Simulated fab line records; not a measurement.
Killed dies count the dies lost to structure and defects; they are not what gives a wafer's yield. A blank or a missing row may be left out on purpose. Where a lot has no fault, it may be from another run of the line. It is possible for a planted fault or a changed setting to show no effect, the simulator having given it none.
Which of the tools did it?	flow n5-finfet	Sampling: 10 lots, 30 wafers, 4 of 1938 route steps

## WHAT THE GAUGES SHOWED, per wafer
No reading from a measuring or inspecting step in the record can be judged against a usual standard deviation.

## WHAT TOOL EACH LOT RAN ON (gives the tool, then ch and the chambers of the sampled wafers, and finally the start)
lot	N5_BEOL_M8_HM_OPEN_17	N5_BEOL_M8_DESCUM_33	N5_BEOL_M8_VIA_ETCH_34	N5_BEOL_M8_ETCH_41
L866	rie-metal-02 ch 0,1, day 9 03:45	rie-diel-04 ch 0,2,3, day 9 05:32	rie-diel-04 ch 0,2,3, day 9 05:43	rie-diel-04 ch 0,2,3, no start
L870	rie-metal-01 ch 0,1, day 10 08:11	rie-diel-01 ch 0,1,3, day 10 09:31	rie-diel-01 ch 0,1,3, day 10 09:42	rie-diel-01 ch 0,1,3, no start
L872	rie-metal-01 ch 0,1, day 11 08:55	rie-diel-01 ch 0,3, day 11 09:46	rie-diel-01 ch 0,3, day 11 09:57	rie-diel-01 ch 0,3, no start
L875	rie-metal-01 ch 0,1, day 11 10:35	rie-diel-01 ch 1,3, day 11 11:54	rie-diel-01 ch 1,3, day 11 12:05	rie-diel-01 ch 1,3, no start
L873	rie-metal-01 ch 0,1, day 11 10:40	rie-diel-01 ch 0,1, day 11 12:18	rie-diel-01 ch 0,1, day 11 12:29	rie-diel-01 ch 0,1, no start
L877	rie-metal-01 ch 0, day 11 22:56	rie-diel-01 ch 0,3, day 12 01:49	rie-diel-01 ch 0,3, day 12 01:59	rie-diel-01 ch 0,3, no start
L884	rie-metal-03 ch 0,1, day 13 09:08	rie-diel-04 ch 0,1, day 13 11:05	rie-diel-04 ch 0,1, day 13 11:16	rie-diel-04 ch 0,1, no start
L886	rie-metal-02 ch 0,1, day 14 12:38	rie-diel-04 ch 0,1,3, day 14 13:41	rie-diel-04 ch 0,1,3, day 14 13:52	rie-diel-04 ch 0,1,3, no start
L889	rie-metal-03 ch 0,1, day 15 02:55	rie-diel-01 ch 0,1,2, day 15 04:01	rie-diel-01 ch 0,1,2, day 15 04:11	rie-diel-01 ch 0,1,2, no start
L888	rie-metal-03 ch 0,1, day 15 04:55	rie-diel-04 ch 0,1,3, day 15 06:29	rie-diel-04 ch 0,1,3, day 15 06:40	rie-diel-04 ch 0,1,3, no start
- N5_BEOL_M8_HM_OPEN_17: chemistry Cl2/BCl3, target TiN, target depth 20 nm, overetch 6 nm.
- N5_BEOL_M8_DESCUM_33: chemistry O2, time 7 s.
- N5_BEOL_M8_VIA_ETCH_34: etches SiCOH lowk in C4F6/O2, target depth 125.5 nm, time 50.5 s.
- N5_BEOL_M8_ETCH_41: etches SiCN in CH3F/O2, target depth 31.9 nm, time 57.8 s.

## WHAT THE TOOLS THEMSELVES READ (means of the sampled wafers that have a number; where no wafer has one, the mark that the record gives instead)
N5_BEOL_M8_HM_OPEN_17. Usual: drypump-motor-current-A 5.6 A, standard deviation 0.37; oes-product-au 0.72 a.u., standard deviation 0.037; throttle-valve-pct 22.25 %, standard deviation 0.18.
lot	tool	drypump-motor-current-A (A)	oes-product-au (a.u.)	throttle-valve-pct (%)	flag
L866	rie-metal-02	5.5	0.68	22.15	
L870	rie-metal-01	5.8	0.74	22.30	
L872	rie-metal-01	5.8	0.73	22.31	
L875	rie-metal-01	6.1	0.73	22.19	
L873	rie-metal-01	5.8	0.74	22.30	
L877	rie-metal-01	6.2	0.72	22.06	
L884	rie-metal-03	5.3	0.73	22.30	
L886	rie-metal-02	5.5	0.65	22.18	
L889	rie-metal-03	5.5	0.72	22.40	
L888	rie-metal-03	5.4	0.71	22.44	

N5_BEOL_M8_DESCUM_33. Usual: drypump-motor-current-A 5.6 A, standard deviation 0.34; oes-product-au 0.80 a.u., standard deviation 0.077; rf-vpp-V 243.5 V, standard deviation 1.3; showerhead-plenum-p-Torr 2.12 Torr, standard deviation 0.055; throttle-valve-pct 20.45 %, standard deviation 0.28.
lot	tool	drypump-motor-current-A (A)	oes-product-au (a.u.)	rf-vpp-V (V)	showerhead-plenum-p-Torr (Torr)	throttle-valve-pct (%)	flag
L866	rie-diel-04	6.0	0.78	242.8	2.10	20.14	
L870	rie-diel-01	5.4	0.80	242.5	2.14	20.64	
L872	rie-diel-01	5.4	0.82	243.8	2.13	20.58	
L875	rie-diel-01	5.5	0.78	243.2	2.13	20.75	
L873	rie-diel-01	5.3	0.79	244.7	2.15	20.59	
L877	rie-diel-01	5.2	0.82	243.4	2.13	20.51	
L884	rie-diel-04	5.9	0.78	242.4	2.10	20.31	
L886	rie-diel-04	5.9	0.83	242.3	2.07	20.24	
L889	rie-diel-01	5.5	0.87	244.3	2.16	20.54	
L888	rie-diel-04	5.9	0.82	242.2	2.06	20.25	

N5_BEOL_M8_VIA_ETCH_34. Usual: drypump-motor-current-A 5.7 A, standard deviation 0.33; oes-product-au 0.80 a.u., standard deviation 0.076; rf-vpp-V 670 V, standard deviation 19; showerhead-plenum-p-Torr 2.88 Torr, standard deviation 0.08; throttle-valve-pct 20.90 %, standard deviation 0.24.
lot	tool	drypump-motor-current-A (A)	oes-product-au (a.u.)	rf-vpp-V (V)	showerhead-plenum-p-Torr (Torr)	throttle-valve-pct (%)	flag
L866	rie-diel-04	5.9	0.79	666	2.87	20.72	
L870	rie-diel-01	5.4	0.80	670	2.87	20.88	
L872	rie-diel-01	5.4	0.81	670	2.85	20.81	
L875	rie-diel-01	5.5	0.77	683	2.86	20.98	
L873	rie-diel-01	5.3	0.80	657	2.88	20.83	
L877	rie-diel-01	5.3	0.89	657	2.85	20.77	
L884	rie-diel-04	5.9	0.77	689	2.85	20.68	
L886	rie-diel-04	5.9	0.83	683	2.81	20.71	
L889	rie-diel-01	5.5	0.87	665	2.93	20.96	
L888	rie-diel-04	5.9	0.82	682	2.81	20.71	

N5_BEOL_M8_ETCH_41. Usual: drypump-motor-current-A 5.6 A, standard deviation 0.34; oes-product-au 0.80 a.u., standard deviation 0.076; rf-vpp-V 297.8 V, standard deviation 1.5; showerhead-plenum-p-Torr 2.02 Torr, standard deviation 0.058; throttle-valve-pct 16.32 %, standard deviation 0.21.
lot	tool	drypump-motor-current-A (A)	oes-product-au (a.u.)	rf-vpp-V (V)	showerhead-plenum-p-Torr (Torr)	throttle-valve-pct (%)	flag
L866	rie-diel-04	5.9	0.79	297.3	2.02	16.11	
L870	rie-diel-01	5.4	0.80	298.0	2.02	16.35	
L872	rie-diel-01	5.4	0.81	298.4	2.01	16.28	
L875	rie-diel-01	5.5	0.77	297.8	2.01	16.44	
L873	rie-diel-01	5.2	0.80	297.9	2.03	16.30	
L877	rie-diel-01	5.2	0.82	298.4	2.01	16.23	
L884	rie-diel-04	5.9	0.78	298.0	2.00	16.13	
L886	rie-diel-04	5.9	0.83	296.2	1.97	16.10	
L889	rie-diel-01	5.5	0.88	298.7	2.06	16.34	
L888	rie-diel-04	5.9	0.82	296.9	1.97	16.11	

## THE ANSWER, worked out from the rows above alone
Rule: take the mean of a lot's wafers that have a number; if it is more than 3 standard deviations from the usual mean, the lot is off. Also off: a lot with no number at a reading for which 4 or more lots have one. Where the step has rows for the other lots, those lots are counted as sound. Order of review: gauges by route order, followed by the tools' own readings, for which a lot's mean as printed above is used. The first step at which some lot is off is used, and at that step the reading that is off furthest; a lot without a number counts as furthest.
No lot is off at any reading shown: from this, nothing can be told.

## WHAT THE SIMULATOR HAD INSERTED
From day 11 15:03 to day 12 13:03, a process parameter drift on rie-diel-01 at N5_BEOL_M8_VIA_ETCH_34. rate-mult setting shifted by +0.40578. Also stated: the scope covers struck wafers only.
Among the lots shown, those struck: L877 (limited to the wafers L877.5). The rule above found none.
